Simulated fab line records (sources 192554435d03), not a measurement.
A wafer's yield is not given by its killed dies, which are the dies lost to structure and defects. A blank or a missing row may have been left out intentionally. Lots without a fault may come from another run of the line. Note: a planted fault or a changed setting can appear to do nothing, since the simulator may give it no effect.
Chamber matching / flow n5 finfet / rie diel-02 running N5_BEOL_M10_ETCH_62: 4 sister chambers
The step etches SOC in N2/H2, target depth 110 nm, overetch 22 nm, time 165 s. 16 wafers are shown with their chamber, then 8 later ones without.

## WAFERS WITH THEIR CHAMBER
wafer=L077.1; chamber=0; showerhead plenum p Torr (Torr)=2.55; throttle valve pct (%)=17.63; oes product au (a.u.)=0.66
wafer=L077.4; chamber=3; showerhead plenum p Torr (Torr)=2.48; throttle valve pct (%)=17.85; oes product au (a.u.)=0.73
wafer=L077.6; chamber=2; showerhead plenum p Torr (Torr)=2.42; throttle valve pct (%)=17.74; oes product au (a.u.)=0.63
wafer=L075.3; chamber=3; showerhead plenum p Torr (Torr)=2.48; throttle valve pct (%)=17.86; oes product au (a.u.)=0.74
wafer=L075.4; chamber=0; showerhead plenum p Torr (Torr)=2.55; throttle valve pct (%)=17.63; oes product au (a.u.)=0.66
wafer=L075.5; chamber=0; showerhead plenum p Torr (Torr)=2.55; throttle valve pct (%)=17.63; oes product au (a.u.)=0.66
wafer=L080.1; chamber=2; showerhead plenum p Torr (Torr)=2.41; throttle valve pct (%)=17.76; oes product au (a.u.)=0.63
wafer=L080.2; chamber=0; showerhead plenum p Torr (Torr)=2.55; throttle valve pct (%)=17.64; oes product au (a.u.)=0.65
wafer=L080.4; chamber=3; showerhead plenum p Torr (Torr)=2.48; throttle valve pct (%)=17.89; oes product au (a.u.)=0.71
wafer=L086.1; chamber=3; showerhead plenum p Torr (Torr)=2.47; throttle valve pct (%)=17.91; oes product au (a.u.)=0.70
wafer=L086.2; chamber=2; showerhead plenum p Torr (Torr)=2.41; throttle valve pct (%)=17.80; oes product au (a.u.)=0.62
wafer=L086.3; chamber=0; showerhead plenum p Torr (Torr)=2.54; throttle valve pct (%)=17.66; oes product au (a.u.)=0.64
wafer=L087.1; chamber=3; showerhead plenum p Torr (Torr)=2.47; throttle valve pct (%)=17.90; oes product au (a.u.)=0.71
wafer=L087.3; chamber=2; showerhead plenum p Torr (Torr)=2.41; throttle valve pct (%)=17.78; oes product au (a.u.)=0.62
wafer=L087.4; chamber=0; showerhead plenum p Torr (Torr)=2.54; throttle valve pct (%)=17.66; oes product au (a.u.)=0.65
wafer=L092.2; chamber=1; showerhead plenum p Torr (Torr)=2.59; throttle valve pct (%)=17.93; oes product au (a.u.)=0.70

SIGNATURES (averages over the wafers above)
reading=showerhead plenum p Torr; chamber 0=2.5467; chamber 1=2.5900; chamber 2=2.4125; chamber 3=2.4760; scatter within a chamber=0.00523
reading=throttle valve pct; chamber 0=17.6417; chamber 1=17.9300; chamber 2=17.7700; chamber 3=17.8820; scatter within a chamber=0.0219
reading=oes product au; chamber 0=0.6533; chamber 1=0.7000; chamber 2=0.6250; chamber 3=0.7180; scatter within a chamber=0.0112
Rule: for a wafer and a chamber, the distance is found by dividing, reading by reading, the gap between the wafer's reading and the chamber's mean by the reading's scatter, squaring, summing and taking the root. If the next closest chamber is less than 2 further off than the closest, the wafer can't be placed; otherwise it belongs to the closest. The scatter: the root of (the sum of the squares of (reading less its chamber's mean) over the shown wafers, divided by (wafers less chambers)).

## WAFERS WITH NO CHAMBER GIVEN
wafer=L092.3; showerhead plenum p Torr (Torr)=2.54; throttle valve pct (%)=17.68; oes product au (a.u.)=0.63
wafer=L092.4; showerhead plenum p Torr (Torr)=2.41; throttle valve pct (%)=17.79; oes product au (a.u.)=0.61
wafer=L095.2; showerhead plenum p Torr (Torr)=2.54; throttle valve pct (%)=17.68; oes product au (a.u.)=0.63
wafer=L095.3; showerhead plenum p Torr (Torr)=2.47; throttle valve pct (%)=17.94; oes product au (a.u.)=0.69
wafer=L095.4; showerhead plenum p Torr (Torr)=2.59; throttle valve pct (%)=17.91; oes product au (a.u.)=0.69
wafer=L097.1; showerhead plenum p Torr (Torr)=2.59; throttle valve pct (%)=17.94; oes product au (a.u.)=0.69
wafer=L097.4; showerhead plenum p Torr (Torr)=2.46; throttle valve pct (%)=17.95; oes product au (a.u.)=0.69
wafer=L097.5; showerhead plenum p Torr (Torr)=2.59; throttle valve pct (%)=17.92; oes product au (a.u.)=0.69

## WHICH CHAMBER EACH ONE RAN IN
wafer=L092.3; from the rows above=0; in truth=0
wafer=L092.4; from the rows above=2; in truth=2
wafer=L095.2; from the rows above=0; in truth=0
wafer=L095.3; from the rows above=3; in truth=3
wafer=L095.4; from the rows above=1; in truth=1
wafer=L097.1; from the rows above=1; in truth=1
wafer=L097.4; from the rows above=3; in truth=3
wafer=L097.5; from the rows above=1; in truth=1
Placed correctly: 8 of 8. Left unplaced by these rows: 0. Wrongly placed: 0.
